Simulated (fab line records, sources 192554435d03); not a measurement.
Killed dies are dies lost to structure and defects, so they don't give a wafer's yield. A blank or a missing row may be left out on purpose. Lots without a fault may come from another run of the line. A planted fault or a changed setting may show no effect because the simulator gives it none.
Which tool did it? | flow n5_finfet | 9 lots, 27 wafers sampled, at 3 steps of a route of 1938

WHAT THE GAUGES READ, wafer by wafer
N5_BEOL_M14_OCD_MEAS_35.
lot  | measured     | on     | trench_depth_nm (nm)
L945 | day 12 15:04 | ocd-01 | 578 538 547
L944 | day 13 00:10 | ocd-02 | 546 579 552
L951 | day 15 01:57 | ocd-01 | 542 541 538
L953 | day 15 15:11 | ocd-02 | 562 589 564
L950 | day 15 16:03 | ocd-02 | 561 554 554
L957 | day 16 20:14 | ocd-01 | 556 970 578
L960 | day 17 11:50 | ocd-02 | 580 1002 578
L965 | day 17 16:50 | ocd-02 | 550 589 554
L964 | day 18 15:22 | ocd-01 | 548 574 560

WHICH TOOL RAN EACH LOT (tool, then ch and the chambers of the sampled wafers, then the start)
lot  | N5_BEOL_M14_ETCH_67                | N5_BEOL_M14_TRENCH_ETCH_34
L945 | rie_diel-03 ch 0,1,2, day 12 14:29 | rie_diel-03 ch 0,1,2, day 12 14:54
L944 | rie_diel-02 ch 0,3, day 12 23:35   | rie_diel-02 ch 0,3, day 13 00:00
L951 | rie_diel-03 ch 0,1, day 15 01:22   | rie_diel-03 ch 0,1, day 15 01:47
L953 | rie_diel-02 ch 1,3, day 15 14:37   | rie_diel-02 ch 1,3, day 15 15:02
L950 | rie_diel-05 ch 2,3, day 15 15:28   | rie_diel-05 ch 2,3, day 15 15:53
L957 | rie_diel-02 ch 0,2,3, day 16 19:39 | rie_diel-02 ch 0,2,3, day 16 20:04
L960 | rie_diel-02 ch 1,2, day 17 11:15   | rie_diel-02 ch 1,2, day 17 11:40
L965 | rie_diel-05 ch 0,2,3, day 17 16:16 | rie_diel-05 ch 0,2,3, day 17 16:41
L964 | rie_diel-05 ch 0,1,3, day 18 14:47 | rie_diel-05 ch 0,1,3, day 18 15:12
- N5_BEOL_M14_ETCH_67: etches SiARC in CF4, target depth 143 nm, time 238.3 s.
- N5_BEOL_M14_TRENCH_ETCH_34: etches SiO2 in C4F8/O2/Ar, target depth 556.65 nm, time 126.9 s.

THE ANSWER, worked out from the rows above alone
Rule: what is usual is taken from the lots themselves. Put in order of their means at a reading, lots are off if they are a third of the lots or fewer, leave a main group of 4 or more, and stand apart from it by a gap of 3 or more times the standard deviation of the main group's means; of several such gaps the widest counts. A main group whose means are all the same, to the digits that the tables above print for the reading, isn't used. A lot without any number at a reading at which 4 lots or more have one is off too. The other lots that the step has rows for count as sound.
Off: L957, L960, at N5_BEOL_M14_OCD_MEAS_35 (trench_depth_nm). The main group: mean 558 nm, standard deviation 9.
A tool fits if, at a process step before that reading, it ran every lot that is off, and no sound lot after the first of them. The gauges at N5_BEOL_M14_OCD_MEAS_35 are tried like those tools. One fits: rie_diel-02 at N5_BEOL_M14_ETCH_67 and N5_BEOL_M14_TRENCH_ETCH_34. At N5_BEOL_M14_ETCH_67 its last sound lot is L953 (day 15 14:37), its first lot that is off L957 (day 16 19:39): a fault that began between those two fits.

WHAT THE SIMULATOR HAD PUT IN
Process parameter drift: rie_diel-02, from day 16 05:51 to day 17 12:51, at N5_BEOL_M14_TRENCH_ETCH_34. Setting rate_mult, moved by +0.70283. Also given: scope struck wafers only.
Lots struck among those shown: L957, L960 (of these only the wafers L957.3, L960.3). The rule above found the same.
